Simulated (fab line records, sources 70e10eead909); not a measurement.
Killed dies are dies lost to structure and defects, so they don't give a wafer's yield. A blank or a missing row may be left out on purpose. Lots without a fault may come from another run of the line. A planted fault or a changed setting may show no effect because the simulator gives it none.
fab line records | flow nand_harc
record lots=5 wafers=15 last_day=24
route steps=1159 shown A_CONTACT@869 END@1159
lots that met no fault: from a run of the same line without faults
start_h: hours from the record's first day to the start of the lot's first wafer shown | wait_h: hours since the lot's step before | " the same as in the row above | L1.1+2: a row that stands for several wafers | - no value, or no start given | * or withheld: withheld | < > ~ a bound
route shown NAME@n: a module of which the file shows steps, and the number in the route of the first | usual: mean/standard deviation of fault-free wafers | same: alike in all rows | chamber/n: place in a boat | sites: the reading at each site | _std_site: their standard deviation | _edge_site: outer sites' mean less inner sites' | radius_mm: how far each site lies from the wafer's centre | mask NAME#n: copy n | behind: the tool/chamber that last shaped the wafer | hold: why the lot was held/for how many hours/how that ended | device: the transistor (n, p or np) that didn't switch | end of line: the same wafers' tests at the end of the route | a step without rows: its recipe alone | killed: dies lost to structure and defects at the first sort, not the wafer's yield | map: a wafer's dies, x killed, . not, _ none there
set.NAME: the setting as run; set.NAME@STEP: as run at that earlier step | model.NAME: the simulator's own value behind a step, which no gauge read
lots at some steps of the route; a table a step, a row a wafer
services: from which hour (start_h, from the record's first day; less than 0 if before it) a tool's chamber was out of use, for how many hours, and why
## steps
# step NHARC_A_CONTACT_ETCH_118
# recipe source_w=withheld pressure_mtorr=20 bias_v=3000 time_s=94 target_depth_a=9220 ar_flow_sccm=withheld c4f8_flow_sccm=withheld o2_flow_sccm=withheld chemistry=C4F8/O2/Ar
# columns lot.wafer tool chamber start_h wait_h rf_hours_counter_h
L447.1 har_cap_etch-03 1 410.79 0.1 90
L447.2 " 0 " " 90
L447.6 " 0 " " -
L453.2 har_cap_etch-02 0 458.42 0.1 23
L453.3 " 1 " " -
L453.6 " 1 " " -
L455.2 har_cap_etch-01 1 470.79 0.1 78
L455.1 " 0 " " 78
L455.6 " 0 " " -
L460.1 har_cap_etch-03 0 499.08 0.1 106
L460.2 " 1 " " 106
L460.6 " 1 " " -
L461.2 har_cap_etch-03 1 505.51 0.1 107
L461.1 " 0 " " 107
L461.4 " 0 " " -
# step NHARC_A_CONTACT_ETCH_119
# recipe source_w=withheld pressure_mtorr=20 bias_v=3000 time_s=94 target_depth_a=9220 ar_flow_sccm=withheld c4f8_flow_sccm=withheld o2_flow_sccm=withheld chemistry=C4F8/O2/Ar
# columns lot.wafer tool chamber start_h wait_h rf_hours_counter_h
L447.1 har_cap_etch-03 1 410.88 0.1 90
L447.2 " 0 " " 90
L447.6 " 0 " " -
L453.2 har_cap_etch-02 0 458.51 0.1 23
L453.3 " 1 " " -
L453.6 " 1 " " -
L455.2 har_cap_etch-01 1 470.88 0.1 78
L455.1 " 0 " " 78
L455.6 " 0 " " -
L460.1 har_cap_etch-03 0 499.17 0.1 106
L460.2 " 1 " " 106
L460.6 " 1 " " -
L461.2 har_cap_etch-03 1 505.60 0.1 107
L461.1 " 0 " " 107
L461.4 " 0 " " -
# step NHARC_A_CONTACT_ETCH_120
# recipe source_w=withheld pressure_mtorr=20 bias_v=3000 time_s=94 target_depth_a=9220 ar_flow_sccm=withheld c4f8_flow_sccm=withheld o2_flow_sccm=withheld chemistry=C4F8/O2/Ar
# step NHARC_A_CONTACT_ETCH_121
# recipe source_w=withheld pressure_mtorr=20 bias_v=3000 time_s=94 target_depth_a=9220 ar_flow_sccm=withheld c4f8_flow_sccm=withheld o2_flow_sccm=withheld chemistry=C4F8/O2/Ar
# step NHARC_A_CONTACT_ETCH_122
# recipe source_w=withheld pressure_mtorr=20 bias_v=3000 time_s=95 target_depth_a=9300 ar_flow_sccm=withheld c4f8_flow_sccm=withheld o2_flow_sccm=withheld chemistry=C4F8/O2/Ar
# columns lot.wafer tool chamber start_h wait_h rf_hours_counter_h
L447.1 har_cap_etch-03 1 411.15 0.1 91
L447.2 " 0 " " 91
L447.6 " 0 " " -
L453.2 har_cap_etch-02 0 458.79 0.1 23
L453.3 " 1 " " -
L453.6 " 1 " " -
L455.2 har_cap_etch-01 1 471.15 0.1 78
L455.1 " 0 " " 78
L455.6 " 0 " " -
L460.1 har_cap_etch-03 0 499.44 0.1 106
L460.2 " 1 " " 106
L460.6 " 1 " " -
L461.2 har_cap_etch-03 1 505.87 0.1 108
L461.1 " 0 " " 108
L461.4 " 0 " " -
# step NHARC_A_CONTACT_ETCH_123
# recipe source_w=withheld pressure_mtorr=20 bias_v=400 time_s=253 target_depth_a=10900 ar_flow_sccm=withheld c4f8_flow_sccm=11.5 o2_flow_sccm=7.2 chemistry=C4F8/O2/Ar
# step NHARC_A_CONTACT_ETCH_90
# recipe target_depth_a=400 over_etch_frac=0.5 time_s=85.7 ion_energy_ev=120 ch3f_flow_sccm=50 o2_flow_sccm=30 ar_flow_sccm=200 rf_w=500 bias_w=100 chemistry=CH3F/O2
# usual drypump_motor_current_A=5.6/0.37 oes_product_au=0.95/0.033 rf_vpp_V=244.9/1.7 showerhead_plenum_p_Torr=2.49/0.1 throttle_valve_pct=20.663/0.0089
# columns lot.wafer tool chamber start_h wait_h drypump_motor_current_A oes_product_au rf_hours_counter_h rf_vpp_V showerhead_plenum_p_Torr throttle_valve_pct
L447.1 rie_diel-09 1 411.87 0.6 5.8 0.93 57 244.2 2.48 20.658
L447.2 " 2 " " 6.2 0.93 51 246.6 2.49 20.659
L447.6 " 1 " " 5.8 0.95 - 244.7 2.48 20.639
L453.2 rie_diel-06 0 459.49 0.5 5.6 0.91 15 246.4 2.65 20.665
L453.3 " 1 " " 6.0 0.92 17 243.3 2.36 20.655
L453.6 " 0 " " 5.7 0.93 - 248.1 2.65 20.667
L455.2 rie_diel-06 0 471.84 0.5 5.6 0.99 21 248.5 2.65 20.661
L455.1 " 2 " " 5.0 1.01 21 244.1 2.48 20.673
L455.6 " 0 " " 5.6 0.99 - 246.7 2.65 20.668
L460.2 rie_diel-09 1 500.15 0.5 5.8 0.96 19 244.5 2.47 20.684
L460.1 " 2 " " 6.2 0.96 19 245.4 2.48 20.650
L460.6 " 0 " " 4.8 0.94 - 244.2 2.42 20.656
L461.2 rie_diel-11 2 506.56 0.5 5.4 0.92 25 244.5 2.54 20.665
L461.4 " 3 " " 5.6 0.95 25 244.2 2.60 20.675
L461.1 " 0 " " 5.1 0.92 25 240.8 2.31 20.666
# step NHARC_A_CONTACT_ETCH_96
# recipe target_depth_a=200 over_etch_frac=0.5 time_s=10 ion_energy_ev=250 c4f6_flow_sccm=25 o2_flow_sccm=20 ar_flow_sccm=500 rf_w=600 bias_w=500 chemistry=C4F6/O2
# step NHARC_A_CONTACT_CD_MEAS_53
# usual cd_nm=189.6/0.85
# columns lot.wafer tool chamber start_h wait_h cd_nm
L447.1 cd_sem-02 - 412.16 - 191.2
L447.2 " - " " 191.1
L447.6 " - " " 190.8
L453.2 cd_sem-03 - 459.74 - 190.4
L453.3 " - " " 190.4
L453.6 " - " " 190.0
L455.1 cd_sem-01 - 472.06 - 189.2
L455.2 " - " " 188.8
L455.6 " - " " 189.3
L460.1 cd_sem-01 - 500.36 - 190.4
L460.2 " - " " 190.4
L460.6 " - " " 189.9
L461.1 cd_sem-03 - 506.78 - 188.9
L461.2 " - " " 189.6
L461.4 " - " " 189.1
# step NHARC_A_CONTACT_STRIP_99
# recipe n2_flow_sccm=150 h2_flow_sccm=150 ar_flow_sccm=0 bias_w=0 chemistry=N2/H2
# step NHARC_A_CONTACT_STRIP_100
# recipe cf4_flow_sccm=100 chf3_flow_sccm=30 ar_flow_sccm=0 bias_w=0 chemistry=CF4/CHF3
# step NHARC_A_CONTACT_STRIP_101
# recipe o2_flow_sccm=400 cos_flow_sccm=20 ar_flow_sccm=0 bias_w=0 chemistry=O2/COS
# step NHARC_A_CONTACT_ETCH_102
# recipe target_depth_a=700 overetch_a=70 time_s=38.5 ion_energy_ev=100 cf4_flow_sccm=80 o2_flow_sccm=20 ar_flow_sccm=0 rf_w=300 bias_w=100 chemistry=CF4/O2
# usual drypump_motor_current_A=5.6/0.4 oes_product_au=0.999/0.0085 rf_vpp_V=198.1/1.4 showerhead_plenum_p_Torr=1.35/0.055 throttle_valve_pct=13.397/0.0088
# columns lot.wafer tool chamber start_h wait_h drypump_motor_current_A oes_product_au rf_hours_counter_h rf_vpp_V showerhead_plenum_p_Torr throttle_valve_pct
L447.1 rie_diel-11 2 412.67 0.1 5.4 0.998 9 198.9 1.38 13.409
L447.2 " 0 " " 5.1 0.919 9 196.0 1.25 13.396
L447.6 " 3 " " 5.5 1.003 - 199.1 1.42 13.381
L453.2 rie_diel-09 0 460.11 0.1 4.8 0.996 11 197.1 1.31 13.397
L453.3 " 1 " " 5.7 0.982 10 196.3 1.34 13.394
L453.6 " 2 " " 6.2 0.982 - 199.4 1.35 13.380
L455.2 rie_diel-09 1 472.36 0.0 5.7 0.990 14 198.3 1.34 13.404
L455.1 " 0 " " 4.8 0.993 14 196.6 1.31 13.405
L455.6 " 1 " " 5.8 0.996 - 198.2 1.34 13.404
L460.2 rie_diel-06 2 500.65 0.1 5.0 0.994 26 199.9 1.35 13.394
L460.1 " 3 " " 6.1 0.993 25 198.7 1.34 13.407
L460.6 " 2 " " 5.0 0.997 - 197.6 1.35 13.413
L461.4 rie_diel-11 1 507.13 0.1 5.7 1.007 26 199.4 1.38 13.377
L461.1 " 3 " " 5.6 1.011 25 197.9 1.42 13.379
L461.2 " 0 " " 5.1 0.988 25 195.9 1.25 13.397
# step NHARC_A_CONTACT_STRIP_55
# recipe o2_flow_sccm=500 ar_flow_sccm=0 bias_w=0 chemistry=O2
# usual drypump_motor_current_A=5.6/0.41 oes_product_au=0.999/0.0083 rf_vpp_V=57.8/0.93 showerhead_plenum_p_Torr=3.55/0.15 throttle_valve_pct=17.037/0.0085
# columns lot.wafer tool chamber start_h wait_h drypump_motor_current_A oes_product_au rf_hours_counter_h rf_vpp_V showerhead_plenum_p_Torr throttle_valve_pct
L447.1 rie_diel-11 2 - - 5.4 0.999 9 58.7 3.65 17.035
L447.2 " 1 " " 5.7 1.006 9 57.2 3.65 17.037
L447.6 " 2 " " 5.4 1.004 - 57.2 3.65 17.044
L453.3 rie_diel-09 1 - - 5.8 1.001 10 57.9 3.55 17.021
L453.2 " 0 " " 4.9 0.998 11 56.9 3.48 17.033
L453.6 " 1 " " 5.8 0.988 - 58.5 3.55 17.047
L455.2 rie_diel-09 1 - - 5.8 0.992 14 59.2 3.55 17.037
L455.1 " 2 " " 6.2 1.005 14 57.3 3.56 17.034
L455.6 " 3 " " 6.4 0.989 - 57.2 3.56 17.036
L460.1 rie_diel-06 3 - - 6.1 0.999 25 58.5 3.53 17.043
L460.2 " 0 " " 5.7 0.988 26 59.2 3.79 17.042
L460.6 " 0 " " 5.6 0.989 - 59.3 3.79 17.039
L461.2 rie_diel-11 3 - - 5.6 1.016 25 58.4 3.73 17.039
L461.4 " 0 " " 5.1 0.996 25 56.6 3.32 17.029
L461.1 " 1 " " 5.7 1.001 26 57.5 3.64 17.036
# step NHARC_END_SORT_01
# recipe temp_c=25
# usual killed_at_array=26/11 killed_at_other=0.6/1 killed_at_periphery=3.1/2.1 killed_dies=30/11 killed_open=3.4/1.8 killed_short=2.1/1.5
# same gross_dies=677
# columns lot.wafer tool chamber start_h wait_h killed_at_array killed_at_other killed_at_periphery killed_dies killed_open killed_short
L447.2 prober-01 0 487.46 2.8 668 2 5 675 5 3
L455.1 prober-02 0 539.07 2.5 26 1 2 29 7 3
L455.2 prober-02 0 539.89 2.8 14 2 2 18 4 1
L455.6 prober-02 0 543.13 4.1 17 0 2 19 8 2
# killed by level:class
L447.2 A_CONTACT:area_etch=653 A_CHANNEL_HOLE_D1:chamber_film_flake=9 P_M0:geometric_particle:open=2 THIN_TSV:chamber_film_flake=2 P_CONTACT:geometric_particle:short=1 P_CONTACT:geometric_particle:open=1 A_SOURCE_PLATE:geometric_particle:short=1 A_SGD_CUT:geometric_particle:short=1
L455.1 A_CHANNEL_HOLE_D1:chamber_film_flake=9 A_STAIRCASE:chamber_film_flake=6 A_WL_FILL:geometric_particle:short=2 A_CONTACT:geometric_particle:open=2 A_M0:geometric_particle:open=2 A_CONTACT:chamber_film_flake=2 P_M0:geometric_particle:open=1 A_CHANNEL_HOLE_D1:geometric_particle:open=1
L455.2 A_CHANNEL_HOLE_D1:chamber_film_flake=4 A_STAIRCASE:chamber_film_flake=4 A_CONTACT:geometric_particle:open=2 A_CONTACT:chamber_film_flake=2 THIN_TSV:chamber_film_flake=2 P_M0:geometric_particle:open=1 A_CHANNEL_FILL_D1:geometric_particle:short=1 A_M0:geometric_particle:open=1
L455.6 A_CHANNEL_HOLE_D1:chamber_film_flake=4 A_CONTACT:geometric_particle:open=3 A_CONTACT:chamber_film_flake=3 A_M0:geometric_particle:open=2 P_STI:geometric_particle:open=1 A_SOURCE_PLATE:geometric_particle:open=1 A_ONON_D1:geometric_particle:short=1 A_SGD_CUT:geometric_particle:short=1
# map L447.2 (x killed, . not)
____________x____________
_________xxxxxxx_________
_______xxxxxxxxxxx_______
______xxxxxxxxxxxxx______
_____xxxxxxxxxxxxxxx_____
____xxxxxxxxxxxxxxxxx____
____xxxxxxxxxxxxxxxxx____
___xxxxxxxxxxxxxxxxxxx___
___xxxxxxxxxxxxxxxxxxx___
__xxxxxxxxxxxxxxxxxxxxx__
__xxxxxxxxxxxxxxxxxxxxx__
_xxxxxxxxxxxxxxxxxxxxxxx_
_xxxxxxxxxxxxxxxxxxxxxxx_
_xxxxxxxxxxxxxxxxxxxxxxx_
_xxxxxxxxxxxxxxxxxxxxxxx_
_xxxxxxxxxxxxxxxxxxxxxxx_
xxxxxxxxxxxxxxxxxxxxxxxxx
xxxxxxxxxxxxxxxxxxxxxxxxx
xxxxxxxxxxxxxxxxxxxxxxxxx
xxxxxxxxxxxxxxxxxxxxxxxxx
xxxxxxxxxxxxxxxxxxxxxxxxx
_xxxxxxxxxxxxxx.xxxxxxxx_
_xxxxxxxxxxxxxxxxxxxxxxx_
_xxxxxxxxxxxxxxxxxxxxxxx_
_xxxxxxxxxxxxxxxxxxxxxxx_
_xxxxxxxxxxxxxxxxxxxxxxx_
__xxxxxxxxxxxxxxxxxxxxx__
__xxxxxxxxxxxxxxxxxxxxx__
___xxxxxxxxxxxxxxxxxxx___
___xxxxxxxxxxxxxxxxxxx___
____xxxxxxxxxxxxxxxxx____
____xxxxxxxxxxxxxxxxx____
_____xxxxxxx.xxxxxxx_____
______xxxxxxxxxxxxx______
_______xxxxxxxxxxx_______
_________xxxxxxx_________
____________x____________
# map L461.4 (x killed, . not)
____________.____________
_________......._________
_______..........._______
______.............______
_____..............._____
____................x____
____...........x....x____
___...................___
___.................x.___
__.....................__
__.....................__
_.....................x._
_..................x...._
_...x.................xx_
_......................._
_......................x_
..x....................x.
......x..................
.........................
.............x...........
.........................
_......................._
_......................._
_.............x........._
_....................x.x_
_......................._
__.....................__
__.....................__
___...................___
___.................x.___
____.......x.........____
____................x____
_____..x........x..._____
______.............______
_______.......x..._______
_________......._________
____________.____________
## services
# columns tool chamber start_h hours kind
rie_diel-09 2 387.51 13.8 repair
rie_diel-09 0 410.33 6.5 repair
rie_diel-09 1 411.50 - clean
rie_diel-09 2 411.50 - clean
rie_diel-09 3 411.50 - clean
har_cap_etch-02 - 414.57 2.5 repair
rie_diel-06 - 419.60 9.0 pm
rie_diel-09 - 431.16 9.0 pm
rie_diel-09 0 431.16 9.0 vent_cycle
rie_diel-09 1 431.16 9.0 vent_cycle
rie_diel-09 2 431.16 9.0 vent_cycle
rie_diel-09 3 431.16 9.0 vent_cycle
rie_diel-09 0 440.16 - clean
rie_diel-09 1 440.16 - clean
rie_diel-09 2 440.16 - clean
rie_diel-09 3 440.16 - clean
rie_diel-09 3 443.81 16.4 repair
rie_diel-09 0 464.67 - clean
rie_diel-09 1 464.67 - clean
rie_diel-09 2 464.67 - clean
rie_diel-09 3 464.67 - clean
rie_diel-06 - 469.88 0.4 repair
har_cap_etch-01 - 481.55 1.8 repair
rie_diel-09 3 506.58 1.9 repair
## key
first_sign step=NHARC_A_CONTACT_ETCH_102 reading=oes_product_au direction=down sigmas=9.4 usual=0.999 struck=0.919
effect step=NHARC_END_SORT_01 reading=killed_dies direction=up sigmas=59 usual=30 struck=675
more_kills_born_at NHARC_A_CONTACT_ETCH_102@rie_diel-11=653
met_at NHARC_A_CONTACT_ETCH_102
struck_wafers L447.2
later_rows_left_out L447.2
tester_left_out L447
fault kind=process_parameter_drift tool=rie_diel-11 chamber=- onset_h=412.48 steps=NHARC_A_CONTACT_ETCH_102 channel=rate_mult offset=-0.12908 shape=step end_h=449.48 scope=struck_wafers_only
# tester_left_out: of these lots the tester's yield and bins aren't shown, on N5 and GAA mostly nor the transistor test; their killed dies are dies lost to structure and defects alone, not to doping, threshold or leakage, so they don't give the yield
# later_rows_left_out: the simulator's readings of these wafers behind a module that went badly wrong aren't trusted and aren't shown, but for the sort
